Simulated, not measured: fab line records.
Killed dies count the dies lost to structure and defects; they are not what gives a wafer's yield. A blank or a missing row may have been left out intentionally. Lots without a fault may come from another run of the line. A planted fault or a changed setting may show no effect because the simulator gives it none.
3 desks, one fault ; flow n5Finfet ; each desk holds nothing but its own numbers, with what lay behind them at the end
Where a reading is given only as a bound, like >300, the bound stands for it, and a mean or a difference that rests on one is marked > or <: the true number lies beyond.

THE DEFECT DESK
Counts from the inspections along the route, per lot, as means over the sampled wafers that have a number. Any lot whose mean is over 4 standard deviations away from the usual mean is out of limits and marked OUT; that distance is given in the brackets.
Columns: A = rawDefectCount at N5_MIM_TOP_LITHO_INSPECT_12, usual 2.3
lot;first seen here;A
L673;day 11 03:43;2.5
L672;day 11 11:44;1.5
L675;day 12 03:37;3.3
L674;day 12 05:39;3.0
L677;day 12 09:44;2.0
L676;day 12 16:41;3.7
L679;day 13 03:11;2.0
L683;day 15 01:05;2.0
L686;day 15 16:57;>300 (+99 or more) OUT
L691;day 16 07:55;0.0
L690;day 16 13:40;>300 (+99 or more) OUT
L695;day 17 21:53;2.5
This desk's verdict: out of limits on L686, L690, starting with L686 at day 15 16:57 (rawDefectCount at N5_MIM_TOP_LITHO_INSPECT_12). In limits: L673, L672, L675, L674, L677, L676, L679, L683, L691, L695.

THE METROLOGY DESK
Lot by lot, what the gauges showed, no matter which tool ran the lot: averages of those sampled wafers that carry a number. Any lot whose mean is over 4 standard deviations away from the usual mean is out of limits and marked OUT; that distance is given in the brackets.
Columns: A = cdNm at N5_MIM_TOP_LITHO_CD_MEAS_08, usual 1999.4 nm
lot;first seen here;A
L673;day 11 03:40;2001.4
L672;day 11 11:41;1999.2
L675;day 12 03:34;1999.1
L674;day 12 05:36;1999.0
L677;day 12 09:40;1998.9
L676;day 12 16:38;1999.7
L679;day 13 03:08;2000.0
L683;day 15 01:02;2000.4
L686;day 15 16:54;2001.1
L691;day 16 07:52;1996.3
L690;day 16 13:37;1999.5
L695;day 17 21:50;1996.7
Result from this desk: across the 12 lots, nothing is out of limits.

FOR THE TOOL OWNER'S DESK: aldHk-03
The tool's own readings at N5_MIM_TOP_ALD_00 (deposits Al2O3, purge time 3 s, co reactant pulse time 3 s): means of the sampled wafers that have a number, for each lot that ran on this tool. Any lot whose mean is over 4 standard deviations away from the usual mean is out of limits and marked OUT; that distance is given in the brackets.
Columns: A = precursorPulseHeightRel at N5_MIM_TOP_ALD_00, usual 0.998
lot;first seen here;A
L675;day 12 00:46;1.004
L677;day 12 08:28;0.989
L686;day 15 15:25;1.002
L690;day 16 12:07;0.998
Result from this desk: across the 4 lots, nothing is out of limits.

ALL TOGETHER
The defect desk could have raised an alarm at day 15 16:57, on L686, L690.
From the metrology desk's view, nothing was out of limits.
The tool owner's desk saw nothing out of limits.
The metrology desk has L686, L690 on record, within its limits.
On record at the tool owner's desk: L686, L690, within its limits.
All the named lots went through N5_MIM_TOP_ALD_00 on aldHk-03.

WHAT THE SIMULATOR HAD PUT IN
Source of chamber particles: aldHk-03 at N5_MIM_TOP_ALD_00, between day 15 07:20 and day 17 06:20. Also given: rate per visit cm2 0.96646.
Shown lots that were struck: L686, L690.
Hours from the fault's start to each desk's first reading out of limits: the defect desk, 10.
